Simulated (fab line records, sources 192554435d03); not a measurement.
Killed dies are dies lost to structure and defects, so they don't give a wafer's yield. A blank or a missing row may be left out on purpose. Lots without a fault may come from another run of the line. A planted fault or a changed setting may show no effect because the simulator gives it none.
Split-lot experiment | flow n5_finfet | 7 lots, 21 wafers read, on a route of 1938 steps

THE SPLIT
At N5_BEOL_M10_TRENCH_ETCH_37 (etches SiCOH lowk in C4F6/O2, target depth 148.83 nm, time 48 s), the setting source_w was moved away from the recipe's 345 W on 8 of the 21 wafers read, by -16.7% to +13.9%. The other wafers ran this setting at the recipe's value.

FROM THE SPLIT TO THE READING: what the file shows between them, 11 steps
- N5_BEOL_M10_ETCH_41: etches SiCN in CH3F/O2, target depth 42.6 nm, time 86 s
- N5_BEOL_M10_STRIP_77: strips in N2/H2, time 10 s
- N5_BEOL_M10_OCD_MEAS_38
- N5_BEOL_M10_HM_STRIP_39: strips TiN in peroxide tin strip, target depth 25 nm, time 158 s
- N5_BEOL_M10_SRD_40: time 30 s
- N5_BEOL_M10_ECD_50: material Cu, target thk 318 nm
- N5_BEOL_M10_ANNEAL_51: time 90 s
- N5_BEOL_M10_CMP_52: polishes, stops on SiCOH lowk, t overpolish 7 s, target thk 140 nm
- N5_BEOL_M10_THK_MEAS_53: measures by xrf
- N5_BEOL_M10_PRE_CLEAN_55: time 15 s
- N5_BEOL_M10_DEP_56: deposits SiCN from 3MS/NH3, target thk 15 nm, time 26.5 s

THE READING
M10_RS, in ohm/sq, at N5_BEOL_M10_RS_MEAS_57 (measures by four-point-probe). Fault-free wafers of this fab line usually give 0.151 ohm/sq, standard deviation 0.0042 ohm/sq.

wafer  | tool, chamber at the split | source_w as run, W | against the recipe | M10_RS, ohm/sq | against lot-mates on the recipe
L082.1 | rie_diel-04, 1             | 302.1              | -12.4%             | 0.166          | +0.018
L082.2 | rie_diel-04, 3             | 345                | recipe             | 0.148          | -
L082.3 | rie_diel-04, 2             | 302.1              | -12.4%             | 0.164          | +0.016
L083.4 | rie_diel-04, 0             | 287.3              | -16.7%             | 0.163          | +0.011
L083.5 | rie_diel-04, 1             | 287.3              | -16.7%             | 0.172          | +0.020
L083.6 | rie_diel-04, 0             | 345                | recipe             | 0.152          | -
L087.2 | rie_diel-06, 1             | 345                | recipe             | 0.148          | -
L087.5 | rie_diel-06, 1             | 393                | +13.9%             | 0.138          | -0.010
L087.6 | rie_diel-06, 0             | 393                | +13.9%             | 0.141          | -0.007
L088.2 | rie_diel-01, 2             | 291.4              | -15.5%             | 0.165          | +0.017
L088.5 | rie_diel-01, 0             | 345                | recipe             | 0.151          | -
L088.6 | rie_diel-01, 3             | 345                | recipe             | 0.146          | -
L089.1 | rie_diel-06, 3             | 313.6              | -9.1%              | 0.152          | +0.008
L089.5 | rie_diel-06, 0             | 345                | recipe             | 0.145          | -
L089.6 | rie_diel-06, 1             | 345                | recipe             | 0.143          | -
L094.1 | rie_diel-04, 1             | 345                | recipe             | 0.156          | -
L094.4 | rie_diel-04, 2             | 345                | recipe             | 0.155          | -
L094.5 | rie_diel-04, 2             | 345                | recipe             | 0.154          | -
L093.1 | rie_diel-06, 1             | 345                | recipe             | 0.147          | -
L093.3 | rie_diel-06, 2             | 345                | recipe             | 0.146          | -
L093.5 | rie_diel-06, 1             | 345                | recipe             | 0.145          | -

THE FIT
A straight line over all 21 wafers: M10_RS changes by -0.00096 ohm/sq for each +1% of source_w; r = -0.89; the points scatter about the line by 0.0044 ohm/sq.
The same after taking each lot's own level away (the mean of its wafers on the recipe; 21 wafers): -0.000917 ohm/sq for each +1%; r = -0.94; scatter 0.0028 ohm/sq.
On that fit, the largest move of source_w shifts the reading by 0.015 ohm/sq.
The lots' own levels span 0.1440 to 0.1550 ohm/sq, that is 2.6 times the standard deviation above.
So the lot-to-lot level changes the slope little: the two slopes agree.
Check: with one of the wafers moved furthest among these (-16.7%) left out of the fit, the line predicts +0.0176 ohm/sq for it against its lot-mates. It came out at +0.011 ohm/sq against them.
Tool readings at the split's step, against how far the setting was moved: rf_vpp_V r = -0.97.

OTHER SPLITS ON THESE WAFERS
These wafers also went through other splits before the reading. Each is held against what the fit with the lots' levels taken away leaves over:
other split on the same wafers   | wafers away from the commonest value | r with M10_RS (lot level and that fit taken away)
N5_BEOL_M9_TRENCH_ETCH_37 time_s | 5                                    | -0.01
N5_BEOL_M9_HM_STRIP_39 time_s    | 18                                   | +0.02

THE WHOLE CHAIN: every reading that the file lists as answering this split, in the file's order
step                       | what it does                                                       | reading                                                                       | change (the file's fit)               | r (the file's)
N5_BEOL_M10_TRENCH_ETCH_37 | etches SiCOH lowk in C4F6/O2, target depth 148.83 nm, time 48 s    | rf_vpp_V                                                                      | -4.17 V for each +1% of the setting   | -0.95
N5_BEOL_M10_TRENCH_ETCH_37 | etches SiCOH lowk in C4F6/O2, target depth 148.83 nm, time 48 s    | BEOL_M10.feature_depth_nm (the simulator's own value, which no gauge read)    | +0.755 nm for each +1% of the setting | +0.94
N5_BEOL_M10_TRENCH_ETCH_37 | etches SiCOH lowk in C4F6/O2, target depth 148.83 nm, time 48 s    | etch.depth_nm (the simulator's own value, which no gauge read)                | +0.754 nm for each +1% of the setting | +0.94
N5_BEOL_M10_OCD_MEAS_38    |                                                                    | trench_depth_nm                                                               | +0.739 nm for each +1% of the setting | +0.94
N5_BEOL_M10_CMP_52         | polishes, stops on SiCOH lowk, t overpolish 7 s, target thk 140 nm | Cu_of_BEOL_M10_ECD_50.thk_nm (the simulator's own value, which no gauge read) | +0.773 nm for each +1% of the setting | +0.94
N5_BEOL_M10_THK_MEAS_53    | measures by xrf                                                    | M10_THK                                                                       | +0.775 for each +1% of the setting    | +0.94
N5_BEOL_M10_RS_MEAS_57     | measures by four-point-probe                                       | M10_RS                                                                        | -0.000952 for each +1% of the setting | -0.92

THE FILE'S OWN FIT
M10_RS changes by -0.000952 ohm/sq for each +1% of source_w, r = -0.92.
